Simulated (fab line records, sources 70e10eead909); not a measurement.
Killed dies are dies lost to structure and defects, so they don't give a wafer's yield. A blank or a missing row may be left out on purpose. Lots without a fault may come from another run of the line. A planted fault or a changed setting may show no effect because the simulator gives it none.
Chamber matching | flow nand_harc | NHARC_A_CHANNEL_FILL_D1_ALD_25 on ald_hk-04: 4 sister chambers
The step deposits SiOx, target thk 60 nm, pulse time 10 s, ald cycles 600. 8 wafers are shown with their chamber, then 7 later ones without.

WAFERS WITH THEIR CHAMBER
wafer  | chamber | heater_power_w (W) | precursor_pulse_height_rel
L077.6 | 3       | 468                | 1.032
L079.3 | 3       | 465                | 0.995
L080.2 | 2       | 460                | 1.022
L084.2 | 0       | 499                | 0.993
L084.4 | 1       | 398                | 0.989
L084.6 | 2       | 452                | 1.035
L089.2 | 1       | 411                | 0.986
L089.1 | 0       | 506                | 0.967

WAFERS WITHOUT THEIR CHAMBER
wafer  | heater_power_w (W) | precursor_pulse_height_rel
L089.6 | 392                | 0.985
L091.3 | 475                | 1.023
L091.4 | 495                | 0.995
L091.6 | 460                | 0.992
L093.4 | 471                | 0.951
L093.5 | 470                | 1.011
L093.6 | 471                | 1.001

WHICH CHAMBER EACH WENT THROUGH
wafer  | from the rows above          | in truth
L089.6 | 1                            | 1
L091.3 | can't be placed: 3 or 2      | 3
L091.4 | 0                            | 0
L091.6 | can't be placed: 3 or 2      | 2
L093.4 | can't be placed: 3 or 2 or 0 | 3
L093.5 | can't be placed: 3 or 2      | 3
L093.6 | can't be placed: 3 or 2      | 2
Placed correctly: 2 of 7. Can't be placed from these rows: 5 (the true chamber is among the candidates in 5). Placed wrongly: 0.
How it was worked out, from the rows above alone: a wafer's distance from a chamber is the root of the sum, over the readings, of the square of ((its reading less the chamber's mean) divided by the reading's scatter). The wafer belongs to the nearest chamber; if the next one is less than 2 further off, it can't be placed. A chamber's mean is the mean of its shown wafers. The scatter: the root of (the sum of the squares of (reading less its chamber's mean) over the shown wafers, divided by (wafers less chambers)).
